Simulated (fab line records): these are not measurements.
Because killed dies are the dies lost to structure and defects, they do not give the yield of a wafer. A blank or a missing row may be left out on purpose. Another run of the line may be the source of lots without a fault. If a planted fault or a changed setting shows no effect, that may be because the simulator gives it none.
Chamber matching + flow n5 finfet + 4 sister chambers for N5_BEOL_M3_STRIP_19 on rie diel-05
The step strips in O2. 4 wafers are shown with their chamber, then 7 later ones without.

== EACH WAFER AND ITS CHAMBER ==
| wafer  | chamber | showerhead plenum p Torr (Torr) |
|--------|---------|---------------------------------|
| L092.4 | 3       | 2.01                            |
| L092.5 | 1       | 2.00                            |
| L094.1 | 0       | 2.07                            |
| L094.2 | 2       | 2.09                            |

== WAFERS WITH NO CHAMBER GIVEN ==
| wafer  | showerhead plenum p Torr (Torr) |
|--------|---------------------------------|
| L094.3 | 2.01                            |
| L094.4 | 2.00                            |
| L094.5 | 2.00                            |
| L094.6 | 2.08                            |
| L096.3 | 2.01                            |
| L096.5 | 2.01                            |
| L096.6 | 2.07                            |

== WHICH CHAMBER EACH WENT THROUGH ==
| wafer  | from the rows above     | in truth |
|--------|-------------------------|----------|
| L094.3 | 3                       | 3        |
| L094.4 | 1                       | 1        |
| L094.5 | 1                       | 1        |
| L094.6 | can't be placed: 2 or 0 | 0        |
| L096.3 | 3                       | 3        |
| L096.5 | 3                       | 3        |
| L096.6 | 0                       | 0        |
Correct placement for 6 of the 7. Not placeable from these rows: 1 (in 1, the candidates include the true chamber). 0 placed wrongly.
How it was worked out, from the rows above alone: a wafer's distance from a chamber is the root of the sum, over the readings, of the square of ((its reading less the chamber's mean) divided by the reading's scatter). If the next closest chamber is less than 2 further off than the closest, the wafer can't be placed; otherwise it belongs to the closest. A chamber's mean is the mean of its shown wafers. The scatter: root of mean squared gap, hidden wafer to nearest shown wafer, with one shown wafer a chamber.
